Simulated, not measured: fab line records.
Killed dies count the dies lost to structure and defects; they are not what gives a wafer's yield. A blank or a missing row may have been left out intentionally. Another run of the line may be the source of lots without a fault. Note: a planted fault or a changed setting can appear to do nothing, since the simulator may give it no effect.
Comparing a struck lot with a sound one    flow nand harc    14 steps out of a route of 1302
Sound: wafers L114.1, L114.5, L114.6. Struck: wafer L134.4. The cause is given at the end.
At each step with rows: each side's tool, then ch and its chambers, then its first start. Under that, the readings that differ: sound wafers    struck wafers    difference of the means    sigmas: that difference in standard deviations of wafers without a fault.
alike: readings whose means differ by less than 2 such deviations, and words and numbers that are the same on both sides. not compared: withheld readings, readings that some wafer has no value for, bounds like >300 that may hide the same value, and numbers for which the record gives no deviation and whose values overlap.
A row with sigmas, a row that says differs or no value, or rows on one side alone: a step with any of these is where the two part. Numbers that don't overlap but have no deviation are shown without sigmas and don't part them. Lack of a reading on every wafer of one side parts them only where that side has two or more wafers.

first, 1 step without rows for these wafers: NHARC_A_CHANNEL_HOLE_D2_XSEM_32.
NHARC_A_CHANNEL_HOLE_D2_INSPECT_40:
  sound on defect inspect-01, day 13 14:35; struck on defect inspect-02, day 22 06:02
  alike: raw defect count
then, 2 steps without rows for these wafers: NHARC_A_CHANNEL_FILL_D2_PRECLEAN_00 (cleans in SC1); NHARC_A_CHANNEL_FILL_D2_SRD_01.
NHARC_A_CHANNEL_FILL_D2_ALD_02: deposits SiO2, target thk 6 nm, pulse time 10 s, ald cycles 60.
  sound on ald hk-04 ch 0,1, day 13 14:51; struck on ald hk-03 ch 1, day 22 06:40
  alike: heater power w, precursor pulse height rel
then, 1 step without rows for these wafers: NHARC_A_CHANNEL_FILL_D2_ALD_03 (deposits SiNx, target thk 6 nm, pulse time 60 s, ald cycles 58).
NHARC_A_CHANNEL_FILL_D2_ALD_14: deposits SiO2, target thk 2.5 nm, pulse time 10 s, ald cycles 25.
  sound on ald hk-02 ch 1,2,3, day 13 21:53; struck on ald hk-03 ch 2, day 22 14:41
  alike: heater power w, precursor pulse height rel
NHARC_A_CHANNEL_FILL_D2_ALD_15: deposits SiNx, target thk 2 nm, pulse time 60 s, ald cycles 19.
  sound on ald sin batch-02 ch 0; struck on ald sin batch-03 ch 0, day 22 17:57
  alike: precursor pulse height rel
NHARC_A_CHANNEL_FILL_D2_ALD_16: deposits SiO2, target thk 1.5 nm, pulse time 10 s, ald cycles 15.
  sound on ald hk-02 ch 2,3, day 14 03:56; struck on ald hk-03 ch 3, day 22 20:03
  alike: heater power w, precursor pulse height rel
then, 3 steps without rows for these wafers: NHARC_A_CHANNEL_FILL_D2_ANNEAL_17 (time 1800 s); NHARC_A_CHANNEL_FILL_D2_CVD_18 (deposits poly-Si, target thk 3 nm); NHARC_A_CHANNEL_FILL_D2_ETCHBACK_19 (etches the open film in HBr/Cl2, target depth 5 nm, time 1.7 s).
NHARC_A_CHANNEL_FILL_D2_ETCHBACK_20: etches the open film in C4F8/O2/Ar, target depth 27 nm, time 13.5 s.
  sound on rie diel-11 ch 1,2, day 14 16:27; struck on rie diel-11 ch 0, day 23 07:29
reading                sound              struck  difference  sigmas
oes product au (a.u.)  1.015 1.013 1.001  0.747   -0.263      -11
  alike: rf fwd power W, rf vpp V
  not compared: rf hours counter h
NHARC_A_CHANNEL_FILL_D2_STRIP_28: strips in O2, time 20 s.
  sound on rie diel-11 ch 1,2,3, day 14 16:32; struck on rie diel-11 ch 1, day 23 07:32
  alike: drypump motor current A, oes product au, rf vpp V, showerhead plenum p Torr, throttle valve pct
  not compared: rf hours counter h

== WHERE THEY PART ==
Within this record, at NHARC_A_CHANNEL_FILL_D2_ETCHBACK_20 only. Later steps at which nothing parts them and some readings are alike: NHARC_A_CHANNEL_FILL_D2_STRIP_28.

WHY: what the simulator had put in
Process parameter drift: rie diel-11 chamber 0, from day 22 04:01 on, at NHARC_A_CHANNEL_FILL_D2_ETCHBACK_20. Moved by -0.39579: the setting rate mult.
